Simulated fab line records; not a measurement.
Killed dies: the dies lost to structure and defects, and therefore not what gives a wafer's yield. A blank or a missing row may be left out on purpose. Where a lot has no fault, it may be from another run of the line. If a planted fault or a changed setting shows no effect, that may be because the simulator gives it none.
What tool caused it?	flow n5Finfet	23 lots, 69 wafers sampled, at 6 steps of a route of 1938

## WHAT THE GAUGES READ, wafer by wafer
N5_BEOL_M13_THK_MEAS_01.
lot	measured	on	M13_ILD_THK (nm)
L074	day 11 08:18	filmMetro-02	822 835 835
L075	day 11 18:03	filmMetro-01	828 836 841
L077	day 12 03:00	filmMetro-01	839 832 839
L076	day 12 12:56	filmMetro-01	830 852 854
L081	day 12 18:04	filmMetro-02	833 837 843
L079	day 12 17:23	filmMetro-02	838 852 859
L080	day 12 17:44	filmMetro-02	850 823 850
L082	day 13 09:23	filmMetro-01	823 849 834
L078	day 13 15:06	filmMetro-01	826 848 838
L083	day 13 18:37	filmMetro-01	842 845 838
L084	day 13 23:51	filmMetro-02	831 840 834
L085	day 14 21:08	filmMetro-01	836 831 844
L086	day 14 21:14	filmMetro-02	822 858 862
L088	day 15 05:16	filmMetro-02	834 833 832
L087	day 15 12:37	filmMetro-02	846 834 837
L090	day 16 01:31	filmMetro-02	829 821 845
L089	day 16 07:11	filmMetro-01	827 849 846
L091	day 16 09:00	filmMetro-02	834 836 848
L092	day 16 17:10	filmMetro-01	850 840 855
L093	day 17 05:20	filmMetro-02	825 839 839
L095	day 17 01:53	filmMetro-02	826 823 838
L096	day 17 12:01	filmMetro-02	842 836 828
L097	day 17 13:34	filmMetro-02	852 844 855

N5_BEOL_M13_CD_MEAS_10: target cd 190 nm.
lot	measured	on	cdNm (nm)
L074	day 11 08:44	cdSem-01	190.0 193.1 192.1
L075	day 11 18:29	cdSem-03	192.0 190.7 189.9
L077	day 12 03:19	cdSem-01	189.4 187.4 189.2
L076	day 12 13:22	cdSem-02	189.3 190.6 191.7
L081	day 12 18:23	cdSem-03	192.3 192.9 189.8
L079	day 12 17:49	cdSem-02	189.5 189.6 188.1
L080	day 12 18:02	cdSem-02	185.8 189.5 187.1
L082	day 13 09:41	cdSem-03	190.3 190.7 191.3
L078	day 13 15:32	cdSem-01	187.2 188.1 189.5
L083	day 13 18:56	cdSem-03	191.6 190.7 192.2
L084	day 14 00:17	cdSem-01	190.7 190.2 191.6
L085	day 14 21:26	cdSem-02	189.0 191.1 190.2
L086	day 14 21:40	cdSem-03	191.6 190.3 188.1
L088	day 15 05:43	cdSem-02	189.7 192.4 188.7
L087	day 15 12:55	cdSem-01	193.6 192.2 192.3
L090	day 16 01:56	cdSem-01	190.6 190.6 189.1
L089	day 16 07:37	cdSem-03	185.4 189.9 189.6
L091	day 16 09:18	cdSem-03	189.7 188.7 190.6
L092	day 16 17:28	cdSem-02	192.8 191.9 190.2
L093	day 17 05:46	cdSem-02	190.1 189.8 190.5
L095	day 17 02:11	cdSem-01	189.8 191.7 193.1
L096	day 17 12:19	cdSem-01	190.7 188.3 189.4
L097	day 17 13:52	cdSem-03	189.7 189.5 189.2

## WHAT TOOL EACH LOT RAN ON (gives the tool, then ch and the chambers of the sampled wafers, and finally the start)
lot	N5_BEOL_M11_ETCH_62	N5_BEOL_M11_STRIP_77	N5_BEOL_M12_TRENCH_ETCH_34	N5_BEOL_M12_ANNEAL_48
L074	rieDiel-02 ch 0,1, day 10 14:11	rieDiel-02 ch 1,2,3, day 10 22:50 or earlier	rieDiel-05 ch 0,1, day 10 22:50	rtpAnneal-02 ch 0, day 11 07:26
L075	rieDiel-03 ch 1,2,3, day 10 23:22	rieDiel-01 ch 1,2,3, day 11 14:41 or earlier	rieDiel-06 ch 0,2,3, day 11 14:41	rtpAnneal-01 ch 0, day 11 17:07
L077	rieDiel-02 ch 0,1, day 11 10:31	rieDiel-03 ch 0,1,2, day 11 20:11 or earlier	rieDiel-04 ch 0,1, day 11 20:11	rtpAnneal-01 ch 0, day 12 02:06
L076	rieDiel-01 ch 0,1,2, day 11 23:25	rieDiel-01 ch 1,2,3, day 12 09:02 or earlier	rieDiel-06 ch 0,2,3, day 12 09:02	rtpAnneal-01 ch 0, day 12 12:02
L081	rieDiel-02 ch 2,3, day 12 04:16	rieDiel-03 ch 0,1,2, day 12 13:49 or earlier	rieDiel-05 ch 0,1,2, day 12 13:49	rtpAnneal-02 ch 0, day 12 17:11
L079	rieDiel-02 ch 0,3, day 12 04:31	rieDiel-01 ch 1,3, day 12 10:42 or earlier	rieDiel-05 ch 1,2, day 12 10:42	rtpAnneal-02 ch 0, day 12 16:32
L080	rieDiel-03 ch 0,1,2, day 12 04:58	rieDiel-03 ch 1,2,3, day 12 13:53 or earlier	rieDiel-04 ch 1,2,3, day 12 13:53	rtpAnneal-01 ch 0, day 12 16:47
L082	rieDiel-02 ch 0,2,3, day 12 20:43	rieDiel-01 ch 1,2, day 13 03:13 or earlier	rieDiel-04 ch 0,1,3, day 13 03:13	rtpAnneal-02 ch 0, day 13 08:33
L078	rieDiel-02 ch 0,1, day 13 02:33	rieDiel-02 ch 0,1, day 13 12:13 or earlier	rieDiel-06 ch 0,2,3, day 13 12:13	rtpAnneal-02 ch 0, day 13 14:10
L083	rieDiel-02 ch 0,1,3, day 13 07:40	rieDiel-01 ch 1,2,3, day 13 15:14 or earlier	rieDiel-06 ch 1,2,3, day 13 15:14	rtpAnneal-02 ch 0, day 13 17:48
L084	rieDiel-02 ch 0,2,3, day 13 14:07	rieDiel-02 ch 1,2,3, day 13 20:56 or earlier	rieDiel-06 ch 1,2,3, day 13 20:56	rtpAnneal-02 ch 0, day 13 22:57
L085	rieDiel-02 ch 2,3, day 14 02:43	rieDiel-02 ch 0,1,3, day 14 13:05 or earlier	rieDiel-05 ch 1,2,3, day 14 13:05	rtpAnneal-01 ch 0, day 14 20:11
L086	rieDiel-02 ch 1,2,3, day 14 05:51	rieDiel-02 ch 1,2,3, day 14 15:07 or earlier	rieDiel-04 ch 0,1, day 14 15:07	rtpAnneal-02 ch 0, day 14 20:22
L088	rieDiel-01 ch 0,1,2, day 14 14:39	rieDiel-02 ch 0,2,3, day 15 01:41 or earlier	rieDiel-05 ch 1,2,3, day 15 01:41	rtpAnneal-02 ch 0, day 15 04:20
L087	rieDiel-03 ch 1,2,3, day 15 02:10	rieDiel-03 ch 0,1,2, day 15 08:56 or earlier	rieDiel-06 ch 0,1,2, day 15 08:56	rtpAnneal-01 ch 0, day 15 11:38
L090	rieDiel-01 ch 0,1,2, day 15 11:17	rieDiel-01 ch 0,1,2, day 15 20:05 or earlier	rieDiel-04 ch 0,1,3, day 15 20:05	rtpAnneal-01 ch 0, day 16 00:19
L089	rieDiel-01 ch 1,3, day 15 18:29	rieDiel-01 ch 0,2,3, day 16 02:23 or earlier	rieDiel-04 ch 0,1,3, day 16 02:23	rtpAnneal-01 ch 0, day 16 06:05
L091	rieDiel-02 ch 0,2,3, day 15 19:01	rieDiel-02 ch 1,2,3, day 16 05:31 or earlier	rieDiel-04 ch 0,1,3, day 16 05:31	rtpAnneal-02 ch 0, day 16 08:04
L092	rieDiel-03 ch 0,1,2, day 16 08:20	rieDiel-01 ch 0,2,3, day 16 14:54 or earlier	rieDiel-05 ch 1,2,3, day 16 14:54	rtpAnneal-01 ch 0, day 16 16:13
L093	rieDiel-01 ch 1,2, day 16 11:07	rieDiel-03 ch 2,3, day 16 21:44 or earlier	rieDiel-05 ch 0,1,3, day 16 21:44	rtpAnneal-02 ch 0, day 17 04:21
L095	rieDiel-03 ch 1,2,3, day 16 11:13	rieDiel-03 ch 0,1,2, day 16 19:24 or earlier	rieDiel-06 ch 0,1,3, day 16 19:24	rtpAnneal-02 ch 0, day 17 00:55
L096	rieDiel-03 ch 2,3, day 16 19:34	rieDiel-03 ch 1,2,3, day 17 04:41 or earlier	rieDiel-06 ch 0,3, day 17 04:41	rtpAnneal-02 ch 0, day 17 11:07
L097	rieDiel-01 ch 0,1, day 17 00:58	rieDiel-02 ch 0,2,3, day 17 08:31 or earlier	rieDiel-04 ch 0,1,2, day 17 08:31	rtpAnneal-01 ch 0, day 17 12:39
- N5_BEOL_M11_ETCH_62: etches SOC in N2/H2, target depth 110 nm, overetch 22 nm, time 165 s.
- N5_BEOL_M11_STRIP_77: strips in N2/H2, time 10 s.
- N5_BEOL_M12_TRENCH_ETCH_34: etches SiOC in C4F8/O2/Ar, target depth 318.95 nm, time 125.5 s.
- N5_BEOL_M12_ANNEAL_48: time 90 s.

## AS READ BY THE TOOLS THEMSELVES (means over the sampled wafers that have a number; for cases with no such wafer, the mark the record gives instead)
N5_BEOL_M11_ETCH_62.
lot	tool	biasW (W)	drypumpMotorCurrentA (A)	oesProductAu (a.u.)	rfVppV (V)	showerheadPlenumPTorr (Torr)	throttleValvePct (%)
L074	rieDiel-02	150.2	6.0	0.65	522.8	2.47	17.83
L075	rieDiel-03	149.6	6.3	0.66	524.7	2.53	17.78
L077	rieDiel-02	150.0	6.4	0.68	523.4	2.52	17.58
L076	rieDiel-01	150.0	6.1	0.70	525.9	2.55	17.72
L081	rieDiel-02	149.5	5.8	0.74	525.7	2.61	17.83
L079	rieDiel-02	149.7	6.4	0.68	523.8	2.52	17.48
L080	rieDiel-03	149.9	5.9	0.67	523.2	2.51	17.70
L082	rieDiel-02	150.0	6.1	0.70	524.7	2.57	17.66
L078	rieDiel-02	150.1	6.4	0.67	523.7	2.51	17.62
L083	rieDiel-02	149.9	6.0	0.64	521.6	2.46	17.75
L084	rieDiel-02	149.7	6.0	0.70	524.6	2.57	17.68
L085	rieDiel-02	149.8	5.8	0.66	523.5	2.52	17.82
L086	rieDiel-02	149.6	5.7	0.65	522.8	2.51	17.93
L088	rieDiel-01	149.8	6.1	0.69	524.0	2.54	17.77
L087	rieDiel-03	149.9	6.3	0.70	523.2	2.52	17.71
L090	rieDiel-01	149.8	6.1	0.67	524.3	2.54	17.77
L089	rieDiel-01	149.7	6.0	0.67	522.3	2.48	17.92
L091	rieDiel-02	150.2	6.1	0.67	524.7	2.56	17.70
L092	rieDiel-03	150.1	5.9	0.71	522.9	2.49	17.64
L093	rieDiel-01	150.2	6.0	0.63	523.8	2.56	18.01
L095	rieDiel-03	149.9	6.2	0.76	524.0	2.52	17.60
L096	rieDiel-03	149.8	6.5	0.78	524.7	2.56	17.60
L097	rieDiel-01	149.9	6.1	0.71	522.4	2.49	17.72

N5_BEOL_M11_STRIP_77.
lot	tool	biasPowerW (W)	drypumpMotorCurrentA (A)	oesProductAu (a.u.)	rfVppV (V)	showerheadPlenumPTorr (Torr)	throttleValvePct (%)
L074	rieDiel-02	7.011	5.7	0.82	60.4	2.51	23.7
L075	rieDiel-01	6.989	6.0	0.76	58.2	2.54	23.8
L077	rieDiel-03	6.977	5.9	0.80	59.4	2.50	23.4
L076	rieDiel-01	6.993	6.0	0.76	59.0	2.53	23.8
L081	rieDiel-03	6.999	5.9	0.79	59.2	2.50	23.4
L079	rieDiel-01	6.984	6.0	0.82	59.2	2.48	23.8
L080	rieDiel-03	6.987	6.3	0.76	58.9	2.52	23.5
L082	rieDiel-01	6.998	6.0	0.75	59.6	2.56	23.8
L078	rieDiel-02	7.003	6.1	0.76	58.9	2.46	23.5
L083	rieDiel-01	6.997	6.0	0.76	58.9	2.53	23.8
L084	rieDiel-02	7.003	5.7	0.79	59.6	2.50	23.7
L085	rieDiel-02	7.028	6.1	0.75	58.4	2.45	23.5
L086	rieDiel-02	7.021	5.7	0.78	59.7	2.50	23.8
L088	rieDiel-02	6.969	6.1	0.82	59.8	2.56	23.5
L087	rieDiel-03	7.014	5.9	0.85	58.5	2.49	23.4
L090	rieDiel-01	6.987	6.1	0.80	59.5	2.54	23.5
L089	rieDiel-01	7.003	6.0	0.75	60.1	2.55	23.6
L091	rieDiel-02	7.011	5.8	0.77	58.7	2.49	23.8
L092	rieDiel-01	7.002	6.0	0.74	58.9	2.55	23.6
L093	rieDiel-03	6.979	6.5	0.91	58.9	2.55	23.5
L095	rieDiel-03	7.001	5.9	0.82	59.0	2.49	23.4
L096	rieDiel-03	6.998	6.3	0.89	59.5	2.51	23.4
L097	rieDiel-02	7.017	6.1	0.80	58.6	2.55	23.6

N5_BEOL_M12_TRENCH_ETCH_34.
lot	tool	biasW (W)	drypumpMotorCurrentA (A)	oesProductAu (a.u.)	rfVppV (V)	showerheadPlenumPTorr (Torr)	throttleValvePct (%)
L074	rieDiel-05	699.9	5.6	0.88	665.3	3.39	24.07
L075	rieDiel-06	701.7	5.8	0.80	664.6	3.40	24.07
L077	rieDiel-04	697.3	5.4	0.92	668.2	3.49	24.12
L076	rieDiel-06	701.6	5.8	0.80	664.9	3.39	24.08
L081	rieDiel-05	700.4	5.7	0.81	666.3	3.44	24.07
L079	rieDiel-05	699.1	5.8	0.78	668.1	3.50	24.04
L080	rieDiel-04	700.3	5.6	0.90	667.1	3.45	24.10
L082	rieDiel-04	699.3	5.3	0.92	666.3	3.44	24.11
L078	rieDiel-06	699.5	5.8	0.79	665.0	3.39	24.09
L083	rieDiel-06	698.7	6.2	0.86	668.0	3.45	23.87
L084	rieDiel-06	700.8	6.2	0.86	667.2	3.45	23.88
L085	rieDiel-05	700.0	6.0	0.85	666.8	3.44	24.01
L086	rieDiel-04	701.5	5.4	0.89	667.2	3.46	24.03
L088	rieDiel-05	700.1	6.0	0.84	666.7	3.44	24.02
L087	rieDiel-06	697.9	6.1	0.90	668.1	3.53	24.04
L090	rieDiel-04	698.5	5.4	0.87	666.2	3.42	24.15
L089	rieDiel-04	701.1	5.4	0.87	666.4	3.42	24.14
L091	rieDiel-04	702.6	5.3	0.86	665.7	3.42	24.14
L092	rieDiel-05	702.4	6.0	0.82	665.9	3.43	24.04
L093	rieDiel-05	699.6	5.8	0.84	664.2	3.37	24.07
L095	rieDiel-06	701.5	5.9	0.87	667.6	3.53	24.03
L096	rieDiel-06	698.2	5.5	0.89	669.3	3.60	24.18
L097	rieDiel-04	700.6	5.5	0.80	667.8	3.48	24.18

N5_BEOL_M12_ANNEAL_48.
lot	tool	annealTempC (C)	annealTempCMax	wafer_temp_C_max
L074	rtpAnneal-02	224.93	226.10	226.0
L075	rtpAnneal-01	225.05	226.08	226.3
L077	rtpAnneal-01	225.05	226.02	226.3
L076	rtpAnneal-01	225.00	225.93	226.0
L081	rtpAnneal-02	225.04	226.16	226.0
L079	rtpAnneal-02	225.03	226.33	225.9
L080	rtpAnneal-01	225.10	225.96	226.4
L082	rtpAnneal-02	224.72	225.82	225.9
L078	rtpAnneal-02	224.97	226.46	226.1
L083	rtpAnneal-02	225.12	226.10	226.2
L084	rtpAnneal-02	225.05	226.06	225.6
L085	rtpAnneal-01	224.98	225.81	226.2
L086	rtpAnneal-02	225.14	226.22	225.9
L088	rtpAnneal-02	225.04	226.11	226.3
L087	rtpAnneal-01	224.91	225.74	226.5
L090	rtpAnneal-01	225.04	225.89	226.2
L089	rtpAnneal-01	225.09	225.94	226.2
L091	rtpAnneal-02	225.00	226.19	226.2
L092	rtpAnneal-01	224.95	225.79	226.0
L093	rtpAnneal-02	225.21	226.53	225.7
L095	rtpAnneal-02	225.02	225.94	225.9
L096	rtpAnneal-02	224.98	226.35	225.6
L097	rtpAnneal-01	225.03	225.89	226.6

## THE ANSWER, worked out from the rows above alone
Rule: what is usual is taken from the lots themselves. The widest of any qualifying gaps counts: lots, ordered by their means at a reading, are off when they make up no more than a third of the lots, leave a main group of 4 or more, and stand apart from it by 3 or more times the standard deviation of that group's means. If all means in a main group match to the digits the tables above print for the reading, that group is not used. Also off: a lot with no number at a reading for which 4 or more lots have one. The other lots that the step has rows for count as sound. The gauges are gone through in route order, then the tools' own readings, and for those a lot's mean is taken as printed above. At the first step where some lot is off, the reading lying furthest off is the one used; lots without a number count as furthest.
No lot is off on any of the readings shown, so nothing can be concluded from this.

## WHAT THE SIMULATOR HAD INSERTED
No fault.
